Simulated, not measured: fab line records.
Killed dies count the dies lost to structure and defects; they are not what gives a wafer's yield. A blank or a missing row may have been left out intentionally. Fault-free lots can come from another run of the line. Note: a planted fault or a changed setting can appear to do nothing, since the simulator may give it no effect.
2 desks looking at one fault | flow nandHarc | each desk has only its own numbers; what lay behind them comes last

== AT THE TOOL OWNER'S DESK: aclDep-01 ==
The tool's own readings at NHARC_A_SLIT_DEP_00 (deposits aC, target thk 3200 nm): means of the sampled wafers that have a number, for each lot that ran on this tool. The brackets show how far a lot's mean lies from the usual mean; more than 4 standard deviations puts the lot out of limits, marked OUT.
Columns: A = throttleValvePct at NHARC_A_SLIT_DEP_00, usual 35.000 %
lot  | first seen here | A
L108 | day 14 22:38    | 35.008
L110 | day 15 05:29    | 34.996
L112 | day 15 17:30    | 35.001
L119 | day 17 15:42    | 35.008
L121 | day 18 08:20    | 34.999
L122 | day 18 10:17    | 35.000
This desk found nothing out of limits on any of the 6 lots.

== THE DEFECT DESK ==
Inspection counts along the route, by lot: the mean over sampled wafers that carry a number. The brackets show how far a lot's mean lies from the usual mean; more than 4 standard deviations puts the lot out of limits, marked OUT.
Columns: A = rawDefectCount at NHARC_HYBRID_BOND_INSPECT_06, usual 34
lot  | first seen here | A
L104 | day 19 05:02    | 34
L108 | day 19 05:02    | 38
L105 | day 19 05:04    | 28
L110 | day 19 17:35    | 41
L109 | day 19 17:35    | 16
L113 | day 20 05:17    | 37
L112 | day 20 15:29    | 22
L111 | day 20 20:56    | 31
L115 | day 20 20:56    | 30
L114 | day 21 03:59    | 41
L119 | day 21 20:16    | 31
L126 | day 24 00:34    | 47
This desk found nothing out of limits on any of the 12 lots.

== BROUGHT TOGETHER ==
The desk of the tool owner found nothing out of limits.
The defect desk saw nothing out of limits.

== WHAT THE SIMULATOR HAD INSERTED ==
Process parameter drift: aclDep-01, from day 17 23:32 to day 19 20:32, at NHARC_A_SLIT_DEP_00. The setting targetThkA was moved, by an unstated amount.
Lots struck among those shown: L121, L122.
